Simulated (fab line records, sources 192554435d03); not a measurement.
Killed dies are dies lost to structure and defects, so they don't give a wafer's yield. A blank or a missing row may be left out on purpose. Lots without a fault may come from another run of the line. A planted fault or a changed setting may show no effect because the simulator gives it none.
A struck lot beside a sound one | flow n5_finfet | 40 steps out of a route of 1938
Sound: wafers L945.4, L945.5, L945.6. Struck: wafers L958.2, L958.3, L958.5. The cause comes at the end.
At each step with rows: each side's tool, then ch and its chambers, then its first start. Under that, the readings that differ: sound wafers | struck wafers | difference of the means | sigmas: that difference in standard deviations of wafers without a fault.
alike: readings whose means differ by less than 2 such deviations, and words and numbers that are the same on both sides. not compared: withheld readings, readings that some wafer has no value for, bounds like >300 that may hide the same value, and numbers for which the record gives no deviation and whose values overlap.
The two part at a step that has a row with sigmas, a row that says differs or no value, or rows on one side only. Numbers that don't overlap but have no deviation are shown without sigmas and don't part them. A reading that every wafer of one side lacks parts them only if that side has two wafers or more.

first, 10 steps without rows for these wafers: N5_DUMMY_GATE_ETCH_32 (etches SiO2 in CF4, target depth 3.5 nm, time 3.9 s); N5_DUMMY_GATE_ETCH_23 (etches poly-Si in HBr/Cl2/O2, target depth 41 nm, time 22.3 s); N5_DUMMY_GATE_ETCH_44 (etches poly-Si in HBr/O2, stops on SiO2, target depth 127.5 nm); N5_DUMMY_GATE_ETCH_42 (etches SiO2 in CHF3/O2, target depth 3.5 nm, time 31 s); N5_DUMMY_GATE_STRIP_48 (strips in N2/H2, time 20 s); N5_DUMMY_GATE_PRECLEAN_33 (cleans in dHF, time 10 s); N5_DUMMY_GATE_PRECLEAN_25 (cleans in O3/DIW, time 45 s); N5_DUMMY_GATE_PRECLEAN_51 (cleans in SC2, time 45 s); N5_DUMMY_GATE_SRD_26 (time 30 s); N5_DUMMY_GATE_UV_OZONE_45 (time 120 s).
N5_SPACER0_ALD_07: deposits SiNx, target thk 2 nm.
  sound on ald_sin-01 ch 0,1,2, day 4 10:22; struck on ald_sin-01 ch 0,2,3, day 7 18:06
  alike: chamber_pressure_Torr, heater_power_w
then, 2 steps without rows for these wafers: N5_SPACER0_ALD_00 (deposits SiOCN, target thk 3.5 nm, pulse time 3 s, purge time 2 s); N5_SPACER0_ALD_08 (deposits SiNx, target thk 2 nm).
N5_SPACER0_INSPECT_04: inspects for defects (darkfield).
  sound on defect_inspect-02, day 4 10:56; struck on defect_inspect-01, day 7 18:40
  reading          | sound      | struck        | difference | sigmas
  raw_defect_count | 100 96 114 | 1067 997 1004 | +919       | +24
then, 8 steps without rows for these wafers: N5_SD_EPI_N_COAT_32 (time 60 s, resist thk 350 nm); N5_SD_EPI_N_COAT_33 (time 60 s, resist thk 35 nm); N5_SD_EPI_N_COAT_03 (resist thk 150 nm); N5_SD_EPI_N_EBR_05; N5_SD_EPI_N_SOFTBAKE_04 (time 60 s); N5_SD_EPI_N_EXPOSE_06 (exposes mask SD N BLK, target cd 120 nm); N5_SD_EPI_N_PEB_07 (peb time 60 s); N5_SD_EPI_N_DEVELOP_08 (develop time 30 s).
N5_SD_EPI_N_INSPECT_11: inspects for defects (macro).
  sound on defect_inspect-02, day 4 11:16; struck on defect_inspect-02, day 7 19:09
  reading          | sound | struck         | difference | sigmas
  raw_defect_count | 2 4 1 | >300 >300 >300 | differs    |
then, 15 steps without rows for these wafers: N5_SD_EPI_N_DESCUM_14 (chemistry O2, time 7.9 s); N5_SD_EPI_N_ETCH_34 (etches SiARC in CF4, target depth 45.5 nm, time 75.8 s); N5_SD_EPI_N_ETCH_35 (etches SOC in N2/H2, overetch 108 nm, time 486 s); N5_SD_EPI_N_STRIP_36 (strips in N2/H2); N5_SD_EPI_N_ETCHBACK_44 (etches SiNx in CH3F/O2, stops on SiO2, target depth 14.5 nm); N5_SD_EPI_N_ETCH_45 (etches SiOCN in CH3F/O2, target depth 6 nm); N5_SD_EPI_N_ETCH_16 (etches SiO2 in CHF3/O2, target depth 5 nm); N5_SD_EPI_N_STRIP_47 (strips in CHF3/O2); N5_SD_EPI_N_SD_RECESS_17 (chemistry HBr/Cl2/O2, target depth 41 nm, time 23.7 s, bt time 3 s); N5_SD_EPI_N_STRIP_38 (strips in N2/H2); N5_SD_EPI_N_WET_ETCH_43 (etches SiO2 in dHF, time 14 s, target depth 1.5 nm); N5_SD_EPI_N_STRIP_18 (strips in SPM, time 750 s); N5_SD_EPI_N_SRD_20 (time 30 s); N5_SD_EPI_N_PRECLEAN_48 (cleans in NF3:NH3, afs cycles 2, time 20 s, sublimation time 60 s); N5_SD_EPI_N_VAPOR_ETCH_50 (etches Si in HCl, time 54 s).
N5_SD_EPI_N_INSPECT_26: inspects for defects (darkfield).
  sound on defect_inspect-01, day 4 17:23; struck on defect_inspect-02, day 7 23:14
  reading          | sound       | struck         | difference | sigmas
  raw_defect_count | 169 200 216 | 1070 1045 1033 | +854       | +17
-- the record jumps here: 9 days lie between the struck wafers' starts before and after (it left off in module SD_EPI_N and takes up again in module PASSIVATION, whose first step shown is number 1936 of the route) --
N5_PASSIVATION_PROBE_49:
  sound on prober-01, day 14 03:05; struck on prober-02, day 17 03:25
  reading             | sound      | struck      | difference | sigmas
  killed_at_front_end | 29 27 24   | 78 83 122   | +68        | +5
  killed_dies         | 106 111 95 | 134 148 166 | +45        | +2
  killed_on_rim       | 14 12 8    | 25 32 34    | +19        | +5
  alike: killed_at_M0_to_M3, killed_at_M4_up, killed_at_contacts, killed_at_other, killed_open, killed_short

WHERE THEY PART
First at N5_SPACER0_INSPECT_04; last, within this record, at N5_PASSIVATION_PROBE_49.

WHY: what the simulator had put in
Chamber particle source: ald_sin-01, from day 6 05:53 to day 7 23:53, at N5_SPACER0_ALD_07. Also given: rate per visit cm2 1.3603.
